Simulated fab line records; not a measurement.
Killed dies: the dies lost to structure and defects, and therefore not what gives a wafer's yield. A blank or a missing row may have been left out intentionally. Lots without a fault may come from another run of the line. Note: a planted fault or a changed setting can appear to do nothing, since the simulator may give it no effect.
Which tool was responsible? | flow nand-harc | 15 lots, 45 wafers sampled, at 4 steps of a route of 1302

== WHAT THE GAUGES SHOWED, per wafer ==
The record holds no reading of a measuring or inspecting step that can be judged against a usual standard deviation.

== WHAT TOOL EACH LOT RAN ON (gives the tool, then ch and the chambers of the sampled wafers, and finally the start) ==
lot  | NHARC_A_STAIRCASE_HM_DEP_462  | NHARC_A_STAIRCASE_DESCUM_312       | NHARC_A_STAIRCASE_ETCHBACK_416                | NHARC_A_STAIRCASE_ANNEAL_323
L790 | acl-dep-01 ch 0, day 16 07:43 | rie-diel-09 ch 0,3, day 16 10:07   | rie-diel-05 ch 0,1,2, day 17 17:39 or earlier | furnace-05 ch 0, day 17 17:39
L792 | acl-dep-03 ch 0, day 18 00:55 | rie-diel-08 ch 0,1, day 18 03:38   | rie-diel-08 ch 0,1, day 19 08:32 or earlier   | furnace-07 ch 0, day 19 08:32
L793 | acl-dep-01 ch 0, day 18 07:31 | rie-diel-08 ch 1,2, day 18 12:53   | rie-diel-08 ch 0,1,2, day 19 21:43 or earlier | furnace-05 ch 0, day 19 21:43
L794 | acl-dep-01 ch 0, day 18 09:41 | rie-diel-05 ch 0,1,2, day 18 12:56 | rie-diel-08 ch 0,1,3, day 19 21:43 or earlier | furnace-05 ch 0, day 19 21:43
L797 | acl-dep-01 ch 0, day 19 16:14 | rie-diel-05 ch 2,3, day 19 18:10   | rie-diel-05 ch 1,2,3, day 20 23:12 or earlier | furnace-02 ch 0, day 20 23:12
L801 | acl-dep-01 ch 0, day 21 13:14 | rie-diel-09 ch 0,2, day 21 16:07   | rie-diel-05 ch 1,2,3, day 22 19:27 or earlier | furnace-07 ch 0, day 22 19:27
L802 | acl-dep-01 ch 0, day 21 16:49 | rie-diel-08 ch 0,3, day 21 19:14   | rie-diel-05 ch 0,3, day 22 19:27 or earlier   | furnace-07 ch 0, day 22 19:27
L800 | acl-dep-02 ch 0, day 21 18:07 | rie-diel-08 ch 0,2, day 21 20:46   | rie-diel-05 ch 0,2,3, day 22 19:27 or earlier | furnace-07 ch 0, day 22 19:27
L803 | acl-dep-03 ch 0, day 22 14:01 | rie-diel-09 ch 0,1,3, day 22 16:55 | rie-diel-08 ch 0,2,3, day 23 20:07 or earlier | furnace-07, day 23 20:07
L804 | acl-dep-03 ch 0, day 22 18:01 | rie-diel-09 ch 0,1, day 22 20:50   | rie-diel-05 ch 1,2,3, day 23 20:07 or earlier | furnace-07, day 23 20:07
L805 | acl-dep-03 ch 0, day 23 02:56 | rie-diel-09 ch 1,2, day 23 05:47   | rie-diel-09 ch 1,3, day 24 10:37 or earlier   | furnace-02, day 24 10:37
L806 | acl-dep-03 ch 0, day 23 04:47 | rie-diel-08 ch 0,1, day 23 07:37   | rie-diel-05 ch 2,3, day 24 10:37 or earlier   | furnace-02 ch 0, day 24 10:37
L808 | acl-dep-02 ch 0, day 23 23:14 | rie-diel-09 ch 1,3, day 24 01:47   | rie-diel-05 ch 0,2,3, day 25 10:34 or earlier | furnace-07 ch 0, day 25 10:34
L812 | acl-dep-03 ch 0, day 26 02:53 | rie-diel-05 ch 0,1,2, day 26 05:38 | rie-diel-08 ch 0,2, day 27 17:28 or earlier   | furnace-02 ch 0, day 27 17:28
L813 | acl-dep-01 ch 0, day 27 11:39 | rie-diel-05 ch 1,3, day 27 14:13   | rie-diel-08 ch 0,1,3, day 28 20:04 or earlier | furnace-02 ch 0, day 28 20:04
- NHARC_A_STAIRCASE_HM_DEP_462: deposits aC, target thk 800 nm.
- NHARC_A_STAIRCASE_DESCUM_312: chemistry O2, time 3 s.
- NHARC_A_STAIRCASE_ETCHBACK_416: etches the open film in C4F8/O2/Ar, target depth 36 nm, time 7.2 s.
- NHARC_A_STAIRCASE_ANNEAL_323: time 1800 s.

== AS READ BY THE TOOLS THEMSELVES (means over the sampled wafers that have a number; for cases with no such wafer, the mark the record gives instead) ==
NHARC_A_STAIRCASE_HM_DEP_462. Usual: 35.000 % for throttle-valve-pct, sd 0.0088.
lot  | tool       | throttle-valve-pct (%) | flag
L790 | acl-dep-01 | 34.993                 |
L792 | acl-dep-03 | 34.998                 |
L793 | acl-dep-01 | 34.992                 |
L794 | acl-dep-01 | 34.998                 |
L797 | acl-dep-01 | 34.996                 |
L801 | acl-dep-01 | 34.998                 |
L802 | acl-dep-01 | 34.992                 |
L800 | acl-dep-02 | 34.994                 |
L803 | acl-dep-03 | 35.002                 |
L804 | acl-dep-03 | 34.998                 |
L805 | acl-dep-03 | 34.999                 |
L806 | acl-dep-03 | 34.994                 |
L808 | acl-dep-02 | 35.011                 |
L812 | acl-dep-03 | 34.998                 |
L813 | acl-dep-01 | 35.002                 |

NHARC_A_STAIRCASE_DESCUM_312. Usual: drypump-motor-current-A 6.14 A, standard deviation 0.27; oes-product-au 0.999 a.u., standard deviation 0.0082; rf-vpp-V 57.9 V, standard deviation 0.96; showerhead-plenum-p-Torr 1.93 Torr, standard deviation 0.1; throttle-valve-pct 11.311 %, standard deviation 0.0095.
lot  | tool        | drypump-motor-current-A (A) | oes-product-au (a.u.) | rf-vpp-V (V) | showerhead-plenum-p-Torr (Torr) | throttle-valve-pct (%) | flag
L790 | rie-diel-09 | 6.13                        | 1.003                 | 58.2         | 1.93                            | 11.316                 |
L792 | rie-diel-08 | 6.10                        | 0.998                 | 58.3         | 2.01                            | 11.305                 |
L793 | rie-diel-08 | 6.18                        | 0.999                 | 58.1         | 2.06                            | 11.310                 |
L794 | rie-diel-05 | 6.00                        | 1.003                 | 57.7         | 1.86                            | 11.317                 |
L797 | rie-diel-05 | 6.29                        | 0.995                 | 57.6         | 1.99                            | 11.315                 |
L801 | rie-diel-09 | 6.37                        | 0.996                 | 58.7         | 1.80                            | 11.321                 |
L802 | rie-diel-08 | 6.33                        | 0.993                 | 57.4         | 1.86                            | 11.319                 |
L800 | rie-diel-08 | 6.36                        | 0.993                 | 58.9         | 2.01                            | 11.310                 |
L803 | rie-diel-09 | 5.98                        | 1.004                 | 58.3         | 1.93                            | 11.312                 |
L804 | rie-diel-09 | 6.12                        | 1.011                 | 57.2         | 1.87                            | 11.315                 |
L805 | rie-diel-09 | 6.02                        | 1.005                 | 57.7         | 1.88                            | 11.317                 |
L806 | rie-diel-08 | 6.09                        | 1.003                 | 58.8         | 2.00                            | 11.320                 |
L808 | rie-diel-09 | 5.86                        | 1.000                 | 56.8         | 1.99                            | 11.300                 |
L812 | rie-diel-05 | 6.00                        | 0.992                 | 57.9         | 1.84                            | 11.301                 |
L813 | rie-diel-05 | 6.28                        | 1.011                 | 58.4         | 1.98                            | 11.306                 |

NHARC_A_STAIRCASE_ETCHBACK_416. Usual: oes-product-au 0.926 a.u., standard deviation 0.0095; rf-vpp-V 723 V, standard deviation 5.2.
lot  | tool        | oes-product-au (a.u.) | rf-vpp-V (V) | flag
L790 | rie-diel-05 | 0.930                 | 720          |
L792 | rie-diel-08 | 0.926                 | 727          |
L793 | rie-diel-08 | 0.927                 | 728          |
L794 | rie-diel-08 | 0.928                 | 724          |
L797 | rie-diel-05 | 0.920                 | 722          |
L801 | rie-diel-05 | 0.917                 | 722          |
L802 | rie-diel-05 | 0.930                 | 728          |
L800 | rie-diel-05 | 0.917                 | 723          |
L803 | rie-diel-08 | 0.922                 | 724          |
L804 | rie-diel-05 | 0.914                 | 723          |
L805 | rie-diel-09 | 0.928                 | 727          |
L806 | rie-diel-05 | 0.927                 | 726          |
L808 | rie-diel-05 | 0.928                 | 723          |
L812 | rie-diel-08 | 0.932                 | 725          |
L813 | rie-diel-08 | 0.937                 | 724          |

NHARC_A_STAIRCASE_ANNEAL_323. Usual: run-length-s 1821 s, standard deviation 4.2; spike-tc-bottom-C 767 C, standard deviation 3.1; spike-tc-centre-C 751.1 C, standard deviation 1.3; spike-tc-upper-C 749.8 C, standard deviation 0.94.
lot  | tool       | run-length-s (s) | spike-tc-bottom-C (C) | spike-tc-centre-C (C) | spike-tc-upper-C (C) | flag
L790 | furnace-05 | 1825             | 765                   | 751.5                 | 750.4                |
L792 | furnace-07 | 1819             | 770                   | 751.5                 | 749.5                |
L793 | furnace-05 | 1821             | 763                   | 752.6                 | 750.2                |
L794 | furnace-05 | 1828             | 764                   | 751.6                 | 750.4                |
L797 | furnace-02 | 1818             | 764                   | 749.8                 | 749.6                |
L801 | furnace-07 | 1818             | 770                   | 750.3                 | 748.6                |
L802 | furnace-07 | 1819             | 772                   | 750.3                 | 749.5                |
L800 | furnace-07 | 1822             | 771                   | 750.7                 | 749.7                |
L803 | furnace-07 | -                | -                     | -                     | -                    | OFF
L804 | furnace-07 | -                | -                     | -                     | -                    | OFF
L805 | furnace-02 | -                | -                     | -                     | -                    | OFF
L806 | furnace-02 | 1818             | 765                   | 751.5                 | 750.3                |
L808 | furnace-07 | 1818             | 771                   | 749.7                 | 748.8                |
L812 | furnace-02 | 1818             | 765                   | 751.7                 | 749.8                |
L813 | furnace-02 | 1824             | 765                   | 750.9                 | 749.3                |

== THE ANSWER, worked out from the rows above alone ==
Rule: a lot is off if the mean of its wafers that have a number lies more than 3 standard deviations from the usual mean. Also off: a lot with no number at a reading for which 4 or more lots have one. All remaining lots with rows at the step are treated as sound. The gauges are gone through in route order, then the tools' own readings, and for those a lot's mean is taken as printed above. The first step at which some lot is off is used, and at that step the reading that is off furthest; a lot without a number counts as furthest.
Off, at NHARC_A_STAIRCASE_ANNEAL_323 on run-length-s: L803, L804, L805. Without a number there: L803, L804, L805.
If a tool, at that step or one of the process steps before it, ran each lot that is off and ran no sound lot following the first of them, it fits. Because NHARC_A_STAIRCASE_ETCHBACK_416 lacks a start for some lots, the hours and order of its lots are taken from NHARC_A_STAIRCASE_ANNEAL_323. Not one of the candidates tried fits.

== WHAT THE SIMULATOR HAD PUT IN ==
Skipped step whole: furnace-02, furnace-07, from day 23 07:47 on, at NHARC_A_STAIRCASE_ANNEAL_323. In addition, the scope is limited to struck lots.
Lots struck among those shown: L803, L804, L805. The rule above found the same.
